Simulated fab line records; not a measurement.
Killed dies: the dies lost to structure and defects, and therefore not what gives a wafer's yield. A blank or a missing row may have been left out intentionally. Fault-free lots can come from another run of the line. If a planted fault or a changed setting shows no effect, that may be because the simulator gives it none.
fab line records | flow nandHarc
record lots=11 | wafers=33 | lastDay=29
route steps=1302 shown P_GATE@124
lots that met no fault: from a run of the same line without faults
startH: start of the lot's first displayed wafer, in hours after the record's first day | waitH: hours since the lot's step before | " unchanged from the row above | L1.1+2: several wafers, shown together as one row | - no value, or no start given | * or withheld: withheld | < > ~ a bound
route shown NAME@n: NAME is a module with steps in the file, n the number in the route of the first one | usual: mean/standard deviation of fault-free wafers | same: alike in all rows | chamber/n: place in a boat | sites: each site's reading | _std_site: the standard deviation of these | _edge_site: the outer-site mean with the inner-site mean subtracted | radiusMm: how far each site lies from the wafer's centre | mask NAME#n: copy n | behind: tool/chamber where the wafer was last shaped | hold: why the lot went on hold/how many hours it stayed there/how the hold came to an end | device: the transistor (n, p or np) that didn't switch | end of line: the tests these same wafers got at the end of their route | for a step that has no rows: nothing shown but its recipe | killed: dies that structure and defects cost at the first sort, which is not the same as the wafer's yield | map: the dies of a wafer, with x for killed, . for not killed, _ for no die there
set.NAME: setting as actually run; set.NAME@STEP: the setting as run at that earlier step | model.NAME: the simulator's own value behind a step, which no gauge read
route steps across a sampled set of lots; one table per step, one row per wafer
services: when a tool's chamber went out of use (startH, in hours from the record's first day, below 0 if earlier), for how many hours, and the reason
## steps
# step NHARC_P_GATE_DESCUM_13
# recipe timeS=3 | o2FlowSccm=200 | arFlowSccm=0 | biasPowerW=0 | chemistry=O2
# usual drypumpMotorCurrentA=5.7/0.53 | oesProductAu=0.999/0.0079 | rfVppV=57.8/0.9 | showerheadPlenumPTorr=1.95/0.067 | throttleValvePct=11.311/0.0083
# same biasPowerW=0
lot.wafer | tool       | chamber | startH | waitH | drypumpMotorCurrentA | oesProductAu | rfHoursCounterH | rfVppV | showerheadPlenumPTorr | throttleValvePct
L648.4    | rieDiel-13 | 0       | 87.68  | -     | 5.6                  | 0.998        | 4.8             | 57.8   | 1.86                  | 11.307
L648.2    | "          | 2       | "      | "     | 5.5                  | 1.011        | 3.9             | 58.4   | 1.83                  | 11.319
L648.5    | "          | 0       | "      | "     | 5.6                  | 0.996        | -               | 58.0   | 1.86                  | 11.300
L650.3    | rieDiel-02 | 1       | 108.93 | -     | 5.1                  | 0.980        | 2.4             | 57.8   | 2.03                  | 11.316
L650.4    | "          | 2       | "      | "     | 6.4                  | 0.998        | 2.3             | 58.2   | 1.97                  | 11.325
L650.5    | "          | 1       | "      | "     | 5.0                  | 0.986        | -               | 58.3   | 2.03                  | 11.305
L651.4    | rieDiel-02 | 0       | 117.57 | -     | 5.8                  | 0.993        | 2.3             | 59.8   | 1.92                  | 11.302
L651.1    | "          | 2       | "      | "     | 6.4                  | 0.995        | 3.3             | 57.0   | 1.97                  | 11.321
L651.2    | "          | 3       | "      | "     | 6.3                  | 0.994        | 1.8             | 58.7   | 2.06                  | 11.306
L653.3    | rieDiel-02 | 2       | 144.45 | -     | 6.4                  | 0.989        | 3.9             | 57.5   | 1.97                  | 11.307
L653.5    | "          | 0       | "      | "     | 5.8                  | 0.995        | -               | 58.1   | 1.92                  | 11.322
L653.6    | "          | 1       | "      | "     | 5.1                  | 0.999        | -               | 59.5   | 2.03                  | 11.311
L654.1    | rieDiel-13 | 3       | 152.77 | -     | 5.9                  | 1.008        | 8.2             | 56.8   | 1.91                  | 11.311
L654.3    | "          | 0       | "      | "     | 5.6                  | 1.007        | 8.9             | 56.5   | 1.86                  | 11.324
L654.5    | "          | 0       | "      | "     | 5.6                  | 1.006        | -               | 58.5   | 1.86                  | 11.303
L655.4    | rieDiel-04 | 1       | 166.50 | -     | 5.5                  | 1.002        | 8.5             | 57.0   | 1.93                  | 11.314
L655.6    | "          | 1       | "      | "     | 5.5                  | 0.997        | -               | 56.7   | 1.93                  | 11.283
L655.5    | "          | 2       | "      | "     | 5.0                  | 0.998        | -               | 58.6   | 1.99                  | 11.315
L656.2    | rieDiel-04 | 0       | 174.19 | -     | 4.9                  | 1.018        | 7.5             | 55.3   | 1.87                  | 11.301
L656.6    | "          | 0       | "      | "     | 4.9                  | 1.006        | -               | 58.3   | 1.87                  | 11.302
L656.5    | "          | 1       | "      | "     | 5.6                  | 1.006        | -               | 58.7   | 1.93                  | 11.317
L658.3    | rieDiel-04 | 1       | 188.76 | -     | 5.5                  | 1.001        | 0.1             | 58.6   | 1.93                  | 11.309
L658.4    | "          | 3       | "      | "     | 5.9                  | 0.995        | 0.0             | 58.3   | 2.01                  | 11.303
L658.5    | "          | 1       | "      | "     | 5.5                  | 0.996        | -               | 57.5   | 1.93                  | 11.311
L657.4    | rieDiel-02 | 0       | 188.80 | -     | 5.8                  | 0.999        | 6.1             | 57.0   | 1.92                  | 11.312
L657.6    | "          | 3       | "      | "     | 6.3                  | 1.008        | -               | 58.0   | 2.06                  | 11.309
L657.5    | "          | 0       | "      | "     | 5.8                  | 1.001        | -               | 58.3   | 1.92                  | 11.309
L659.2    | rieDiel-04 | 2       | 204.01 | -     | 5.0                  | 1.009        | 2.2             | 57.3   | 1.99                  | 11.305
L659.6    | "          | 0       | "      | "     | 4.9                  | 0.997        | -               | 57.5   | 1.87                  | 11.311
L659.5    | "          | 1       | "      | "     | 5.6                  | 0.995        | -               | 58.7   | 1.93                  | 11.298
L661.2    | rieDiel-04 | 1       | 227.67 | -     | 5.6                  | 1.005        | 2.9             | 58.1   | 1.93                  | 11.307
L661.4    | "          | 3       | "      | "     | 5.9                  | 1.010        | 2.8             | 59.1   | 2.01                  | 11.321
L661.5    | "          | 1       | "      | "     | 5.5                  | 0.998        | -               | 56.7   | 1.93                  | 11.306
# step NHARC_P_GATE_EXPOSE_23
# recipe na=1.35 | targetCdNm=120 | doseMj=93.91 | maskId=P_GATE
# usual focusOffsetNm=-0.1/0.56
lot.wafer | tool           | chamber | startH | waitH | mask        | focusOffsetNm
L648.2    | arfiScanner-01 | 0       | 101.35 | -     | P_GATE#0    | 0.8
L648.4    | "              | 0       | "      | "     | P_GATE#0    | 0.3
L648.5    | "              | 0       | "      | "     | P_GATE#0    | -0.3
L650.3    | arfiScanner-02 | 0       | 123.54 | -     | P_GATE#0    | 0.0
L650.4    | "              | 0       | "      | "     | P_GATE#0    | 0.2
L650.5    | "              | 0       | "      | "     | P_GATE#0    | 0.1
L651.1    | arfiScanner-02 | 0       | 135.07 | -     | P_GATE#0    | 0.0
L651.2    | "              | 0       | "      | "     | P_GATE#0    | -0.4
L651.4    | "              | 0       | "      | "     | P_GATE#0    | 1.2
L653.3    | arfiScanner-01 | 0       | 159.96 | -     | P_GATE#0    | 0.0
L653.5    | "              | 0       | "      | "     | P_GATE#0    | -0.2
L653.6    | "              | 0       | "      | "     | P_GATE#0    | -0.6
L654.1    | arfiScanner-03 | 0       | 168.64 | -     | P_GATE#0    | -0.5
L654.3    | "              | 0       | "      | "     | P_GATE#0    | -0.3
L654.5    | "              | 0       | "      | "     | P_GATE#0    | 0.3
L655.4    | arfiScanner-03 | 0       | 179.89 | -     | P_GATE#0    | 0.2
L655.5    | "              | 0       | "      | "     | P_GATE#0    | 0.2
L655.6    | "              | 0       | "      | "     | P_GATE#0    | -0.8
L656.2    | arfiScanner-01 | 0       | 188.16 | -     | P_GATE#0    | -0.3
L656.5    | "              | 0       | "      | "     | P_GATE#0    | -0.2
L656.6    | "              | 0       | "      | "     | P_GATE#0    | 0.3
L658.3    | arfiScanner-02 | 0       | 203.98 | -     | P_GATE#0    | -0.6
L658.4    | "              | 0       | "      | "     | P_GATE#0    | -0.6
L658.5    | "              | 0       | "      | "     | P_GATE#0    | -0.9
L657.4    | arfiScanner-03 | 0       | 204.64 | -     | P_GATE#0    | 0.6
L657.5    | "              | 0       | "      | "     | P_GATE#0    | 0.1
L657.6    | "              | 0       | "      | "     | P_GATE#0    | 0.1
L659.2    | arfiScanner-03 | 0       | 217.97 | -     | P_GATE#0    | -0.1
L659.5    | "              | 0       | "      | "     | P_GATE#0    | 0.6
L659.6    | "              | 0       | "      | "     | P_GATE#0    | 0.0
L661.2    | arfiScanner-02 | 0       | 242.82 | -     | P_GATE_R1#0 | -1.1
L661.4    | "              | 0       | "      | "     | P_GATE_R1#0 | -0.4
L661.5    | "              | 0       | "      | "     | P_GATE_R1#0 | 0.0
# step NHARC_P_GATE_CD_MEAS_26
# recipe targetCdNm=120 | landingEnergyEv=500
# usual cdNm=120.1/0.58
lot.wafer | tool     | chamber | startH | waitH | cdNm
L648.2    | cdSem-02 | 0       | 101.49 | -     | 119.3
L648.4    | "        | 0       | "      | "     | 119.7
L648.5    | "        | 0       | "      | "     | 119.6
L650.3    | cdSem-02 | 0       | 123.67 | -     | 119.6
L650.4    | "        | 0       | "      | "     | 119.8
L650.5    | "        | 0       | "      | "     | 120.0
L651.1    | cdSem-03 | 0       | 135.21 | -     | 119.6
L651.2    | "        | 0       | "      | "     | 120.0
L651.4    | "        | 0       | "      | "     | 119.1
L653.3    | cdSem-02 | 0       | 160.10 | -     | 119.7
L653.5    | "        | 0       | "      | "     | 119.8
L653.6    | "        | 0       | "      | "     | 119.8
L654.1    | cdSem-03 | 0       | 168.78 | -     | 119.9
L654.3    | "        | 0       | "      | "     | 120.2
L654.5    | "        | 0       | "      | "     | 120.0
L655.4    | cdSem-01 | 0       | 180.03 | -     | 120.6
L655.5    | "        | 0       | "      | "     | 120.7
L655.6    | "        | 0       | "      | "     | 120.2
L656.2    | cdSem-02 | 0       | 188.29 | -     | 121.3
L656.5    | "        | 0       | "      | "     | 121.0
L656.6    | "        | 0       | "      | "     | 121.2
L658.3    | cdSem-01 | 0       | 204.11 | -     | 119.2
L658.4    | "        | 0       | "      | "     | 119.1
L658.5    | "        | 0       | "      | "     | 119.5
L657.4    | cdSem-01 | 0       | 204.77 | -     | 120.0
L657.5    | "        | 0       | "      | "     | 119.3
L657.6    | "        | 0       | "      | "     | 119.7
L659.2    | cdSem-03 | 0       | 218.10 | -     | 120.5
L659.5    | "        | 0       | "      | "     | 120.0
L659.6    | "        | 0       | "      | "     | 119.7
L661.2    | cdSem-03 | 0       | 242.96 | -     | 116.8
L661.4    | "        | 0       | "      | "     | 116.5
L661.5    | "        | 0       | "      | "     | 116.3
# step NHARC_P_GATE_INSPECT_28
# usual rawDefectCount=7/3.6
lot.wafer | tool             | chamber | startH | waitH | rawDefectCount
L648.2    | defectInspect-01 | -       | 101.61 | 0.0   | 10
L648.4    | "                | -       | "      | "     | 14
L648.5    | "                | -       | "      | "     | 10
L650.3    | defectInspect-01 | -       | 123.79 | 0.0   | 6
L650.4    | "                | -       | "      | "     | 23
L650.5    | "                | -       | "      | "     | 4
L651.1    | defectInspect-02 | -       | 135.33 | 0.0   | 8
L651.2    | "                | -       | "      | "     | 10
L651.4    | "                | -       | "      | "     | 4
L653.3    | defectInspect-01 | -       | 160.22 | 0.0   | 7
L653.5    | "                | -       | "      | "     | 6
L653.6    | "                | -       | "      | "     | 13
L654.1    | defectInspect-01 | -       | 168.90 | 0.0   | 11
L654.3    | "                | -       | "      | "     | 8
L654.5    | "                | -       | "      | "     | 6
L655.4    | defectInspect-01 | -       | 180.14 | 0.0   | 3
L655.5    | "                | -       | "      | "     | 7
L655.6    | "                | -       | "      | "     | 13
L656.2    | defectInspect-02 | -       | 188.42 | 0.0   | 8
L656.5    | "                | -       | "      | "     | 8
L656.6    | "                | -       | "      | "     | 3
L658.3    | defectInspect-01 | -       | 204.23 | 0.0   | 3
L658.4    | "                | -       | "      | "     | 6
L658.5    | "                | -       | "      | "     | 3
L657.4    | defectInspect-01 | -       | 204.89 | 0.0   | 10
L657.5    | "                | -       | "      | "     | 7
L657.6    | "                | -       | "      | "     | 3
L659.2    | defectInspect-01 | -       | 218.23 | 0.0   | 6
L659.5    | "                | -       | "      | "     | 3
L659.6    | "                | -       | "      | "     | 4
L661.2    | defectInspect-01 | -       | 243.08 | 0.0   | 5
L661.4    | "                | -       | "      | "     | 2
L661.5    | "                | -       | "      | "     | 4
# step NHARC_P_GATE_ETCHBACK_37
# recipe targetDepthA=345 | timeS=17.2 | chf3FlowSccm=50 | o2FlowSccm=10 | arFlowSccm=200 | rfW=500 | biasW=200 | chemistry=CHF3/O2
# usual chf3FlowSccm=50.02/0.17 | drypumpMotorCurrentA=5.6/0.51 | oesProductAu=0.95/0.032 | rfVppV=371.3/1.9 | showerheadPlenumPTorr=2.43/0.081 | throttleValvePct=20.572/0.0086
lot.wafer | tool       | chamber | startH | waitH | chf3FlowSccm | drypumpMotorCurrentA | oesProductAu | rfHoursCounterH | rfVppV | showerheadPlenumPTorr | throttleValvePct
L648.2    | rieDiel-13 | 3       | -      | -     | 50.17        | 6.0                  | 0.93         | 5.3             | 371.5  | 2.39                  | 20.580
L648.4    | "          | 1       | "      | "     | 49.94        | 6.6                  | 0.93         | 4.5             | 372.2  | 2.50                  | 20.578
L648.5    | "          | 2       | "      | "     | 50.17        | 5.5                  | 0.94         | -               | 370.3  | 2.31                  | 20.584
L650.4    | rieDiel-04 | 3       | -      | -     | 50.17        | 5.9                  | 0.94         | 6.4             | 372.3  | 2.52                  | 20.572
L650.3    | "          | 0       | "      | "     | 50.34        | 4.9                  | 0.94         | 5.4             | 368.7  | 2.35                  | 20.581
L650.5    | "          | 2       | "      | "     | 49.85        | 4.9                  | 0.93         | -               | 372.6  | 2.50                  | 20.573
L651.2    | rieDiel-04 | 3       | -      | -     | 49.91        | 5.9                  | 0.92         | 7.2             | 373.0  | 2.52                  | 20.582
L651.1    | "          | 1       | "      | "     | 50.04        | 5.6                  | 0.91         | 7.1             | 370.8  | 2.43                  | 20.576
L651.4    | "          | 2       | "      | "     | 49.89        | 5.0                  | 0.92         | 8.2             | 372.1  | 2.50                  | 20.572
L653.3    | rieDiel-04 | 3       | -      | -     | 49.77        | 5.9                  | 0.92         | 9.1             | 374.6  | 2.52                  | 20.564
L653.6    | "          | 1       | "      | "     | 49.99        | 5.5                  | 0.94         | -               | 372.1  | 2.42                  | 20.573
L653.5    | "          | 2       | "      | "     | 49.80        | 5.0                  | 0.94         | -               | 373.0  | 2.50                  | 20.559
L654.1    | rieDiel-13 | 3       | -      | -     | 49.81        | 5.9                  | 1.01         | 0.1             | 371.4  | 2.39                  | 20.561
L654.3    | "          | 0       | "      | "     | 50.19        | 5.6                  | 1.01         | 0.1             | 368.3  | 2.33                  | 20.578
L654.5    | "          | 2       | "      | "     | 50.29        | 5.5                  | 1.01         | -               | 367.8  | 2.30                  | 20.576
L655.4    | rieDiel-13 | 2       | -      | -     | 50.19        | 5.5                  | 1.00         | 0.2             | 367.5  | 2.30                  | 20.582
L655.5    | "          | 3       | "      | "     | 50.09        | 5.9                  | 1.00         | -               | 371.5  | 2.39                  | 20.567
L655.6    | "          | 0       | "      | "     | 50.12        | 5.6                  | 1.00         | -               | 368.7  | 2.33                  | 20.571
L656.2    | rieDiel-02 | 3       | -      | -     | 49.86        | 6.3                  | 0.98         | 4.6             | 374.0  | 2.57                  | 20.554
L656.5    | "          | 3       | "      | "     | 49.71        | 6.3                  | 0.98         | -               | 373.6  | 2.57                  | 20.587
L656.6    | "          | 1       | "      | "     | 50.20        | 5.1                  | 0.97         | -               | 374.3  | 2.54                  | 20.563
L658.4    | rieDiel-13 | 0       | -      | -     | 49.87        | 5.6                  | 1.00         | 1.8             | 368.9  | 2.33                  | 20.568
L658.3    | "          | 2       | "      | "     | 50.25        | 5.5                  | 1.01         | 2.2             | 369.4  | 2.30                  | 20.568
L658.5    | "          | 0       | "      | "     | 49.68        | 5.5                  | 1.00         | -               | 369.0  | 2.33                  | 20.584
L657.4    | rieDiel-13 | 0       | -      | -     | 49.96        | 5.6                  | 1.00         | 1.8             | 370.4  | 2.33                  | 20.555
L657.5    | "          | 0       | "      | "     | 50.15        | 5.6                  | 1.01         | -               | 368.7  | 2.33                  | 20.577
L657.6    | "          | 1       | "      | "     | 49.89        | 6.6                  | 1.00         | -               | 372.9  | 2.49                  | 20.567
L659.2    | rieDiel-13 | 1       | -      | -     | 49.86        | 6.7                  | 0.91         | 2.5             | 370.5  | 2.49                  | 20.573
L659.6    | "          | 1       | "      | "     | 49.91        | 6.7                  | 0.92         | -               | 372.2  | 2.49                  | 20.565
L659.5    | "          | 2       | "      | "     | 50.13        | 5.5                  | 0.93         | -               | 368.2  | 2.30                  | 20.579
L661.2    | rieDiel-04 | 1       | -      | -     | 49.82        | 5.6                  | 0.94         | 4.4             | 370.4  | 2.42                  | 20.590
L661.4    | "          | 0       | "      | "     | 50.10        | 4.9                  | 0.93         | -               | 369.0  | 2.35                  | 20.579
L661.5    | "          | 1       | "      | "     | 49.99        | 5.6                  | 0.94         | -               | 370.1  | 2.42                  | 20.560
## services
tool           | chamber | startH | hours | kind
arfiScanner-01 | -       | 68.16  | 1.2   | repair
rieDiel-02     | 3       | 71.04  | 17.5  | repair
arfiScanner-01 | -       | 80.00  | 4.0   | pm
rieDiel-04     | 0       | 83.40  | -     | clean
rieDiel-04     | 1       | 83.40  | -     | clean
rieDiel-13     | 2       | 134.50 | 3.9   | repair
arfiScanner-02 | -       | 140.38 | 4.0   | pm
rieDiel-13     | -       | 141.26 | 5.3   | repair
arfiScanner-02 | -       | 148.47 | 0.5   | repair
rieDiel-04     | 0       | 150.28 | 12.6  | repair
rieDiel-02     | 1       | 152.09 | 4.5   | repair
arfiScanner-03 | -       | 164.29 | 0.6   | repair
rieDiel-13     | -       | 165.00 | 9.0   | pm
rieDiel-02     | 1       | 176.49 | 7.0   | repair
rieDiel-04     | -       | 177.90 | 9.0   | pm
arfiScanner-03 | -       | 196.00 | 4.0   | pm
rieDiel-02     | 0       | 197.40 | 27.1  | repair
rieDiel-02     | -       | 216.80 | 9.0   | pm
rieDiel-04     | 2       | 236.62 | 2.5   | repair
rieDiel-04     | 0       | 243.84 | 4.1   | repair
rieDiel-04     | 2       | 249.23 | 6.3   | repair
arfiScanner-01 | -       | 252.00 | 4.0   | pm
arfiScanner-02 | -       | 253.46 | 4.8   | repair
rieDiel-02     | 0       | 253.71 | 6.0   | repair
## key
firstSign step=NHARC_P_GATE_EXPOSE_23 | reading=mask | direction=changed
effect step=NHARC_P_GATE_CD_MEAS_26 | reading=cdNm | direction=down | sigmas=6.2 | usual=120.1 | struck=116.5
metAt NHARC_P_GATE_EXPOSE_23
struckLots L661
testerLeftOut L661
notActingAt NHARC_P_GATE_DESCUM_13,NHARC_P_GATE_INSPECT_28,NHARC_P_GATE_ETCHBACK_37
onsetBetween 203.98 242.82
fault kind=wrongMask | tool=any | chamber=- | onsetH=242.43 | steps=NHARC_P_GATE_EXPOSE_23 | auxCopy=P_GATE_R1#0 | cdOffsetNm=-3.6233 | scope=struckLotsOnly
# testerLeftOut: of these lots the tester's yield and bins aren't shown, on N5 and GAA mostly nor the transistor test; their killed dies are dies lost to structure and defects alone, not to doping, threshold or leakage, so they don't give the yield
